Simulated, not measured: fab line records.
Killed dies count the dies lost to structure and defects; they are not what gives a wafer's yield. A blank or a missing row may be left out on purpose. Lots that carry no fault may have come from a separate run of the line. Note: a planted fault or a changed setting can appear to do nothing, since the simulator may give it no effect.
The tool behind it: which one? || flow n5-finfet || 6 lots, 17 wafers sampled, at 5 steps of a route of 1938

## WHAT THE GAUGES READ, wafer by wafer
N5_BEOL_M4_RC_MEAS_101.
{"lot": "L416", "measured": "day 8 23:06", "on": "prober-02", "DIBL_N (mV/V)": "38.9 35.4 33.9"}
{"lot": "L418", "measured": "day 9 23:55", "on": "prober-02", "DIBL_N (mV/V)": "38.6 36.3"}
{"lot": "L421", "measured": "day 10 15:50", "on": "prober-01", "DIBL_N (mV/V)": "37.0 42.1 38.8"}
{"lot": "L423", "measured": "day 11 05:55", "on": "prober-01", "DIBL_N (mV/V)": "41.3 40.2 39.6"}
{"lot": "L434", "measured": "day 14 18:05", "on": "prober-02", "DIBL_N (mV/V)": "32.9 37.6 31.9"}

## WHAT TOOL EACH LOT RAN ON (gives the tool, then ch and the chambers of the sampled wafers, and finally the start)
{"lot": "L416", "N5_BEOL_M2_ANNEAL_87": "pvd-sputter-01, day 8 03:25", "N5_BEOL_M2_SPUTTER_88": "pvd-sputter-01, day 8 03:34", "N5_BEOL_M2_ECD_50": "ecd-cu-02 ch 0,1, day 8 04:34", "N5_BEOL_M2_CMP_52": "cmp-01 ch 0,1,3, day 8 04:56"}
{"lot": "L418", "N5_BEOL_M2_ANNEAL_87": "pvd-sputter-03, day 8 19:44", "N5_BEOL_M2_SPUTTER_88": "pvd-sputter-03, day 8 19:52", "N5_BEOL_M2_ECD_50": "ecd-cu-02 ch 0, day 8 20:52", "N5_BEOL_M2_CMP_52": "cmp-04 ch 1,2, day 8 21:23"}
{"lot": "L421", "N5_BEOL_M2_ANNEAL_87": "pvd-sputter-01, day 9 11:20", "N5_BEOL_M2_SPUTTER_88": "pvd-sputter-01, day 9 11:29", "N5_BEOL_M2_ECD_50": "ecd-cu-02 ch 0,1, day 9 12:29", "N5_BEOL_M2_CMP_52": "cmp-01 ch 0,2,3, day 9 12:55"}
{"lot": "L423", "N5_BEOL_M2_ANNEAL_87": "pvd-sputter-03, day 10 11:48", "N5_BEOL_M2_SPUTTER_88": "pvd-sputter-03, day 10 11:56", "N5_BEOL_M2_ECD_50": "ecd-cu-01 ch 0,1, day 10 12:58", "N5_BEOL_M2_CMP_52": "cmp-01 ch 0,2, day 10 13:19"}
{"lot": "L431", "N5_BEOL_M2_ANNEAL_87": "pvd-sputter-02, day 11 21:43", "N5_BEOL_M2_SPUTTER_88": "pvd-sputter-02, day 11 21:52", "N5_BEOL_M2_ECD_50": "ecd-cu-02 ch 1, day 11 22:52", "N5_BEOL_M2_CMP_52": "cmp-01 ch 1,2,3, day 11 23:17"}
{"lot": "L434", "N5_BEOL_M2_ANNEAL_87": "pvd-sputter-02, day 13 02:34", "N5_BEOL_M2_SPUTTER_88": "pvd-sputter-02, day 13 02:43", "N5_BEOL_M2_ECD_50": "ecd-cu-02 ch 0,1, day 13 03:43", "N5_BEOL_M2_CMP_52": "cmp-02 ch 0,1,3, day 13 04:18"}
- N5_BEOL_M2_ANNEAL_87: time 240 s.
- N5_BEOL_M2_SPUTTER_88: material Cu, target thk 4.5 nm, time 8.29 s.
- N5_BEOL_M2_ECD_50: material Cu, target thk 300 nm.
- N5_BEOL_M2_CMP_52: polishes, stops on SiOC, t overpolish 6.8 s, target thk 40 nm.

## THE ANSWER, worked out from the rows above alone
Rule: the usual values come from the lots themselves. Put in order of their means at a reading, lots are off if they are a third of the lots or fewer, leave a main group of 4 or more, and stand apart from it by a gap of 3 or more times the standard deviation of the main group's means; of several such gaps the widest counts. If all means in a main group match to the digits the tables above print for the reading, that group is not used. A lot without any number at a reading at which 4 lots or more have one is off too. All remaining lots with rows at the step are treated as sound.
Across all readings shown, no lot is off: no conclusion can be drawn from this.

## WHAT WAS PUT IN BY THE SIMULATOR
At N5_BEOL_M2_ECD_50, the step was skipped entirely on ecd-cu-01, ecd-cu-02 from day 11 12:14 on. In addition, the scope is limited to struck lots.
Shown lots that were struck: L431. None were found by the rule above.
